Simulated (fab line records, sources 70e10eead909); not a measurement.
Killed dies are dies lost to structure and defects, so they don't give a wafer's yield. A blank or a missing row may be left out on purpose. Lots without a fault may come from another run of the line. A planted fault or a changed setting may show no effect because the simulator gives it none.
fab line records | flow nand_harc | part 2 of 2: steps 25 to 31 of 31
record lots=5 wafers=15 last_day=33
route steps=1302 shown P_ZERO_WELL@60 P_STI@69
lots that met no fault: from a run of the same line without faults
start_h: hours from the record's first day to the start of the lot's first wafer shown | wait_h: hours since the lot's step before | " the same as in the row above | L1.1+2: a row that stands for several wafers | - no value, or no start given | * or withheld: withheld | < > ~ a bound
route shown NAME@n: a module of which the file shows steps, and the number in the route of the first | usual: mean/standard deviation of fault-free wafers | same: alike in all rows | chamber/n: place in a boat | sites: the reading at each site | _std_site: their standard deviation | _edge_site: outer sites' mean less inner sites' | radius_mm: how far each site lies from the wafer's centre | mask NAME#n: copy n | behind: the tool/chamber that last shaped the wafer | hold: why the lot was held/for how many hours/how that ended | device: the transistor (n, p or np) that didn't switch | end of line: the same wafers' tests at the end of the route | a step without rows: its recipe alone | killed: dies lost to structure and defects at the first sort, not the wafer's yield | map: a wafer's dies, x killed, . not, _ none there
set.NAME: the setting as run; set.NAME@STEP: as run at that earlier step | model.NAME: the simulator's own value behind a step, which no gauge read
lots at some steps of the route; a table a step, a row a wafer
services: from which hour (start_h, from the record's first day; less than 0 if before it) a tool's chamber was out of use, for how many hours, and why
## steps
# step NHARC_P_STI_OVL_MEAS_10
# usual overlay_x_nm=-1/5 overlay_y_nm=-1/6.3
# columns lot.wafer tool chamber start_h wait_h overlay_x_nm overlay_y_nm
L075.2 overlay-02 - 54.13 - 1 5
L075.3 " - " " 2 5
L075.6 " - " " 2 4
L078.1 overlay-01 - 86.56 - 3 5
L078.5 " - " " 3 6
L078.6 " - " " 4 6
L081.1 overlay-02 - 113.92 - 4 -10
L081.4 " - " " 3 -9
L081.5 " - " " 4 -9
L096.3 overlay-02 - 265.40 - -2 -19
L096.4 " - " " -4 -18
L096.5 " - " " -2 -19
L097.2 overlay-02 - 276.77 - -3 5
L097.4 " - " " -3 5
L097.6 " - " " -3 5
# step NHARC_P_STI_INSPECT_11
# usual raw_defect_count=5.9/2.7
# columns lot.wafer tool chamber start_h wait_h raw_defect_count
L075.2 defect_inspect-02 - 54.17 0.0 7
L075.3 " - " " 2
L075.6 " - " " 7
L078.1 defect_inspect-01 - 86.60 0.0 3
L078.5 " - " " 4
L078.6 " - " " 4
L081.1 defect_inspect-01 - 113.96 0.0 4
L081.4 " - " " 7
L081.5 " - " " 6
L096.3 defect_inspect-02 - 265.44 0.0 4
L096.4 " - " " 13
L096.5 " - " " 11
L097.2 defect_inspect-01 - 276.81 0.0 8
L097.4 " - " " 4
L097.6 " - " " 6
# step NHARC_P_STI_HARDBAKE_13
# recipe temp_c=118 time_s=65
# usual chill_plate_temp_C=23.01/0.11 exhaust_pa=45.1/0.92
# columns lot.wafer tool chamber start_h wait_h chill_plate_temp_C exhaust_pa
L075.2 litho_track-07 0 54.23 0.1 23.10 45.0
L075.3 " 0 " " 22.93 45.0
L075.6 " 0 " " 23.08 42.4
L078.1 litho_track-07 0 86.66 0.1 22.86 45.7
L078.5 " 0 " " 23.06 45.6
L078.6 " 0 " " 22.86 44.1
L081.1 litho_track-02 0 114.02 0.1 22.78 45.3
L081.4 " 0 " " 22.81 44.5
L081.5 " 0 " " 22.96 43.6
L096.3 litho_track-02 0 265.50 0.1 22.83 44.7
L096.4 " 0 " " 22.90 45.4
L096.5 " 0 " " 22.70 44.4
L097.2 litho_track-07 0 276.87 0.1 23.11 45.1
L097.4 " 0 " " 22.86 45.6
L097.6 " 0 " " 23.06 44.9
# step NHARC_P_STI_DESCUM_14
# recipe time_s=3 o2_flow_sccm=200 ar_flow_sccm=0 bias_power_w=0 chemistry=O2
# usual drypump_motor_current_A=5.7/0.57 oes_product_au=1.001/0.0095 rf_vpp_V=57.8/0.78 showerhead_plenum_p_Torr=1.91/0.086 throttle_valve_pct=11.311/0.0085
# columns lot.wafer tool chamber start_h wait_h drypump_motor_current_A oes_product_au rf_hours_counter_h rf_vpp_V showerhead_plenum_p_Torr throttle_valve_pct
L075.2 rie_diel-11 3 54.30 - 5.2 0.999 8.9 58.5 1.83 11.300
L075.3 " 1 " " 6.2 1.007 7.9 57.0 1.99 11.313
L075.6 " 3 " " 5.2 1.002 - 57.7 1.83 11.310
L078.1 rie_diel-07 2 86.73 - 5.9 1.014 6.4 56.6 1.92 11.327
L078.6 " 2 " " 6.0 1.018 - 58.0 1.92 11.317
L078.5 " 3 " " 5.5 0.995 - 57.4 1.87 11.301
L081.1 rie_diel-07 3 114.09 - 5.5 0.999 7.3 56.1 1.87 11.310
L081.4 " 2 " " 5.9 1.016 7.4 57.4 1.92 11.304
L081.5 " 0 " " 5.1 1.002 - 57.1 1.91 11.307
L096.3 rie_diel-11 3 265.59 - 5.2 0.984 0 57.4 1.82 11.319
L096.4 " 0 " " 5.8 0.993 0 57.2 1.81 11.327
L096.5 " 1 " " 6.2 0.997 - 58.6 1.98 11.308
L097.4 rie_diel-01 1 276.95 - 6.5 1.012 5.1 59.5 2.02 11.309
L097.2 " 2 " " 5.4 0.998 5.4 57.7 1.78 11.324
L097.6 " 1 " " 6.5 1.011 - 58.6 2.02 11.295
# step NHARC_P_STI_ETCH_42
# recipe target_depth_a=800 overetch_a=240 time_s=61 ion_energy_ev=200 n2_flow_sccm=150 h2_flow_sccm=150 ar_flow_sccm=0 rf_w=400 bias_w=150 chemistry=N2/H2
# usual drypump_motor_current_A=5.7/0.56 oes_product_au=1.003/0.0099 rf_vpp_V=430.4/2.9 showerhead_plenum_p_Torr=2.03/0.094 throttle_valve_pct=14.171/0.0084
# columns lot.wafer tool chamber start_h wait_h drypump_motor_current_A oes_product_au rf_hours_counter_h rf_vpp_V showerhead_plenum_p_Torr throttle_valve_pct
L075.2 rie_diel-11 1 54.39 0.1 6.1 1.005 7.9 432.1 2.12 14.165
L075.3 " 0 " " 5.8 0.991 7.9 427.7 1.94 14.177
L075.6 " 1 " " 6.2 0.999 - 433.7 2.12 14.171
L078.1 rie_diel-07 1 86.84 0.1 6.7 1.005 6.5 433.4 2.14 14.177
L078.5 " 2 " " 6.0 1.007 - 430.5 2.05 14.165
L078.6 " 3 " " 5.5 1.006 - 428.8 1.99 14.164
L081.4 rie_diel-07 2 114.18 0.1 6.0 1.012 7.4 430.9 2.04 14.170
L081.1 " 1 " " 6.7 1.003 7.5 434.5 2.14 14.170
L081.5 " 2 " " 6.0 1.001 - 431.9 2.05 14.169
L096.3 rie_diel-11 2 265.65 0.1 5.7 0.994 0.0 434.7 2.19 14.165
L096.4 " 1 " " 6.2 0.978 0.0 432.7 2.12 14.169
L096.5 " 2 " " 5.7 0.995 - 434.2 2.19 14.173
L097.2 rie_diel-01 1 277.03 0.1 6.5 1.009 5.1 433.3 2.16 14.185
L097.4 " 3 " " 5.2 1.001 5.2 430.4 1.99 14.171
L097.6 " 1 " " 6.5 1.009 - 433.2 2.16 14.179
# step NHARC_P_STI_ETCH_31
# recipe target_depth_a=1089 time_s=54.5 cf4_flow_sccm=100 chf3_flow_sccm=30 ar_flow_sccm=0 rf_w=500 bias_w=200 chemistry=CF4/CHF3
# usual drypump_motor_current_A=5.7/0.56 oes_product_au=0.964/0.02 rf_vpp_V=370.4/2.3 showerhead_plenum_p_Torr=1.57/0.066 throttle_valve_pct=16.802/0.0094
# columns lot.wafer tool chamber start_h wait_h drypump_motor_current_A oes_product_au rf_hours_counter_h rf_vpp_V showerhead_plenum_p_Torr throttle_valve_pct
L075.2 rie_diel-11 0 - - 5.8 0.939 7.9 367.5 1.50 16.804
L075.3 " 3 " " 5.2 0.959 9.0 369.2 1.51 16.817
L075.6 " 1 " " 6.2 0.981 - 371.5 1.63 16.793
L078.1 rie_diel-07 0 - - 5.1 0.971 6.3 371.2 1.57 16.794
L078.5 " 2 " " 5.9 0.967 - 371.2 1.58 16.806
L078.6 " 3 " " 5.5 0.950 - 369.2 1.54 16.797
L081.4 rie_diel-07 3 - - 5.5 0.973 7.3 369.8 1.54 16.820
L081.1 " 0 " " 5.0 0.965 7.3 370.2 1.57 16.800
L081.5 " 1 " " 6.7 0.988 - 372.6 1.64 16.804
L096.3 rie_diel-11 2 - - 5.6 0.955 0.0 374.6 1.68 16.804
L096.4 " 3 " " 5.2 0.973 0.0 368.8 1.50 16.807
L096.5 " 0 " " 5.8 0.982 - 368.5 1.50 16.799
L097.4 rie_diel-01 1 - - 6.5 0.975 5.1 372.5 1.66 16.801
L097.2 " 2 " " 5.4 0.978 5.4 367.1 1.47 16.802
L097.6 " 0 " " 5.1 0.969 - 367.3 1.47 16.786
# step NHARC_P_STI_ETCH_15
# recipe target_depth_a=3000 taper_deg=4 time_s=100.1 hbr_flow_sccm=150 cl2_flow_sccm=50 rf_w=400 icp_w=400 bias_w=100 chemistry=HBr/Cl2
# usual drypump_motor_current_A=5.77/0.26 oes_product_au=1.005/0.01 throttle_valve_pct=26.406/0.0096
# columns lot.wafer tool chamber start_h wait_h drypump_motor_current_A oes_product_au rf_hours_counter_h throttle_valve_pct
L075.2 rie_si-01 1 54.58 - 5.38 1.010 0.2 26.413
L075.3 " 2 " " 6.36 1.000 0.3 26.398
L075.6 " 2 " " 6.41 1.001 - 26.400
L078.1 rie_si-06 0 87.05 - 5.80 1.008 0.0 26.413
L078.5 " 1 " " 5.64 1.011 - 26.396
L078.6 " 2 " " 5.69 0.990 - 26.410
L081.1 rie_si-01 1 114.37 - 5.35 1.003 0.6 26.399
L081.4 " 0 " " 6.00 0.985 0.6 26.407
L081.5 " 2 " " 6.45 1.008 - 26.414
L096.4 rie_si-06 3 265.84 - 5.93 0.999 0.0 26.392
L096.3 " 1 " " 5.63 1.006 0.0 26.417
L096.5 " 3 " " 5.89 0.985 - 26.398
L097.4 rie_si-06 2 277.22 - 5.69 1.000 0.1 26.407
L097.2 " 1 " " 5.64 1.018 0.1 26.415
L097.6 " 3 " " 5.92 0.998 - 26.400
## services
# columns tool chamber start_h hours kind
rie_diel-11 2 14.43 2.5 repair
wet_bench-06 - 17.60 8.0 pm
rie_diel-01 - 27.12 9.0 pm
rie_diel-01 2 37.94 3.2 repair
litho_track-02 - 52.00 7.0 pm
litho_track-07 - 76.00 7.0 pm
rie_diel-11 - 78.50 9.0 pm
wet_bench-05 - 84.80 8.0 pm
implanter-01 - 85.30 5.5 repair
implanter-01 - 103.67 1.8 repair
rie_diel-07 - 117.23 9.0 pm
implanter-01 - 138.40 0.6 repair
rie_diel-07 0 144.08 3.4 repair
wet_bench-07 - 160.00 8.0 pm
wet_bench-06 - 193.60 8.0 pm
rie_diel-07 2 207.35 4.1 repair
rie_diel-11 0 220.09 4.3 repair
rie_diel-07 - 223.36 2.2 repair
litho_track-02 - 227.00 7.0 pm
rie_diel-11 1 247.35 3.8 repair
litho_track-07 - 251.00 7.0 pm
rie_diel-11 - 255.50 9.0 pm
wet_bench-05 - 260.80 8.0 pm
rie_diel-07 1 265.40 6.0 repair
